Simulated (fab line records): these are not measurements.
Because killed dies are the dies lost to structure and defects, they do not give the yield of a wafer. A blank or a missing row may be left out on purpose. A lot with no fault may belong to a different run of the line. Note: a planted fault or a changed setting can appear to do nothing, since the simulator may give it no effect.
Chamber matching :: flow n5_finfet :: N5_ILD0_CMP_03 on cmp-03: 4 sister chambers
The step polishes, stops on SiNx, t overpolish 1.9 s, target thk 197.38 nm. 4 wafers are shown with their chamber, then 7 later ones without.

== WAFERS PAIRED WITH THEIR CHAMBERS ==
wafer: L078.4
chamber: 3
motor_current_A (A): 12.3

wafer: L080.2
chamber: 2
motor_current_A (A): 11.8

wafer: L082.4
chamber: 0
motor_current_A (A): 11.7

wafer: L084.3
chamber: 1
motor_current_A (A): 12.8

== WAFERS WITHOUT THEIR CHAMBER ==
wafer: L084.4
motor_current_A (A): 10.8

wafer: L085.1
motor_current_A (A): 13.3

wafer: L085.3
motor_current_A (A): 10.9

wafer: L086.1
motor_current_A (A): 11.8

wafer: L086.2
motor_current_A (A): 11.6

wafer: L087.1
motor_current_A (A): 12.0

wafer: L095.1
motor_current_A (A): 11.8

== EACH ONE'S CHAMBER ==
wafer: L084.4
from the rows above: can't be placed: 0 or 2 or 3
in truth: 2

wafer: L085.1
from the rows above: can't be placed: 1 or 3
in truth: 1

wafer: L085.3
from the rows above: can't be placed: 0 or 2 or 3
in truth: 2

wafer: L086.1
from the rows above: can't be placed: 2 or 0 or 3
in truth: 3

wafer: L086.2
from the rows above: can't be placed: 0 or 2 or 3
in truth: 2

wafer: L087.1
from the rows above: can't be placed: 2 or 0 or 3 or 1
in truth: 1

wafer: L095.1
from the rows above: can't be placed: 2 or 0 or 3
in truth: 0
Correctly placed: 0 of 7. Not placeable from these rows: 7 (in 7, the candidates include the true chamber). 0 placed wrongly.
How it was worked out, from the rows above alone: a wafer's distance from a chamber is the root of the sum, over the readings, of the square of ((its reading less the chamber's mean) divided by the reading's scatter). The wafer belongs to the nearest chamber; if the next one is less than 2 further off, it can't be placed. The mean given for a chamber averages the wafers shown for that chamber. The scatter: root of mean squared gap, hidden wafer to nearest shown wafer, with one shown wafer a chamber.
